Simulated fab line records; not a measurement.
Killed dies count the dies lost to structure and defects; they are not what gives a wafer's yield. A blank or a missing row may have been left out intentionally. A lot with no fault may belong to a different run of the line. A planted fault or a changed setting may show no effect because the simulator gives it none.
Matching of chambers	flow nand_harc	NHARC_A_SGD_CUT_ETCH_58 on rie_diel-06: 4 sister chambers
The step etches the open film in CF4, target depth 39 nm, time 65 s. 27 wafers are shown with their chamber, then 12 later ones without.

## WAFERS PAIRED WITH THEIR CHAMBERS
wafer	chamber	drypump_motor_current_A (A)	rf_fwd_power_W (W)	oes_product_au (a.u.)
L075.1	0	5.18	296.8	1.007
L075.2	3	5.34	299.1	0.998
L075.4	1	5.85	297.0	0.996
L076.3	3	5.33	300.4	0.982
L076.4	1	5.85	294.7	0.981
L076.5	1	5.84	295.6	0.980
L080.3	1	5.83	295.7	0.995
L080.5	0	5.17	296.6	0.999
L080.6	3	5.34	298.5	0.987
L086.2	2	5.37	296.1	1.002
L086.3	1	5.85	295.4	0.997
L086.4	3	5.31	299.3	0.983
L087.1	0	5.18	295.1	0.990
L087.2	3	5.36	298.5	0.985
L087.3	1	5.85	296.6	0.987
L085.1	2	5.36	297.1	1.005
L085.3	3	5.37	299.6	1.007
L085.4	0	5.16	298.9	1.021
L085.2	1	5.84	296.9	0.999
L085.5	3	5.36	298.4	1.003
L085.6	0	5.18	297.8	1.009
L092.2	0	5.17	295.9	1.004
L092.4	1	5.85	296.7	0.992
L092.5	0	5.17	296.6	1.009
L089.2	3	5.37	299.4	0.997
L089.4	0	5.18	297.4	1.020
L089.5	2	5.32	297.0	1.002

SIGNATURES, as means of the wafers listed above
reading	chamber 0	chamber 1	chamber 2	chamber 3	scatter within a chamber
drypump_motor_current_A	5.1738	5.8450	5.3500	5.3475	0.0152
rf_fwd_power_W	296.887	296.075	296.733	299.150	0.891
oes_product_au	1.00737	0.99087	1.00300	0.99275	0.00879
Rule: a wafer's distance from a chamber is the root of the sum, over the readings, of the square of ((its reading less the chamber's mean) divided by the reading's scatter). The wafer belongs to the nearest chamber; if the next one is less than 2 further off, it can't be placed. The scatter is the square root of a quotient: the sum, over the shown wafers, of each reading's squared deviation from its chamber's mean, divided by wafers minus chambers.

## WAFERS WITHOUT THEIR CHAMBER
wafer	drypump_motor_current_A (A)	rf_fwd_power_W (W)	oes_product_au (a.u.)
L094.1	5.37	297.1	0.982
L094.4	5.38	297.2	0.990
L094.6	5.85	297.7	0.997
L095.1	5.84	297.4	0.999
L095.4	5.33	300.0	0.982
L095.6	5.85	295.6	0.992
L096.1	5.39	298.8	0.986
L096.2	5.36	300.9	0.974
L096.3	5.18	296.8	1.007
L096.4	5.84	296.1	0.998
L096.5	5.35	300.1	0.978
L096.6	5.38	298.2	0.985

## THE CHAMBER EACH PASSED THROUGH
wafer	from the rows above	in truth
L094.1	can't be placed: 2 or 3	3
L094.4	can't be placed: 2 or 3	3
L094.6	1	1
L095.1	1	1
L095.4	3	3
L095.6	1	1
L096.1	can't be placed: 3 or 2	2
L096.2	3	3
L096.3	0	0
L096.4	1	1
L096.5	3	3
L096.6	can't be placed: 3 or 2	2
Placed correctly: 8 of 12. Not placeable from these rows: 4 (in 4, the candidates include the true chamber). Placed wrongly: 0.
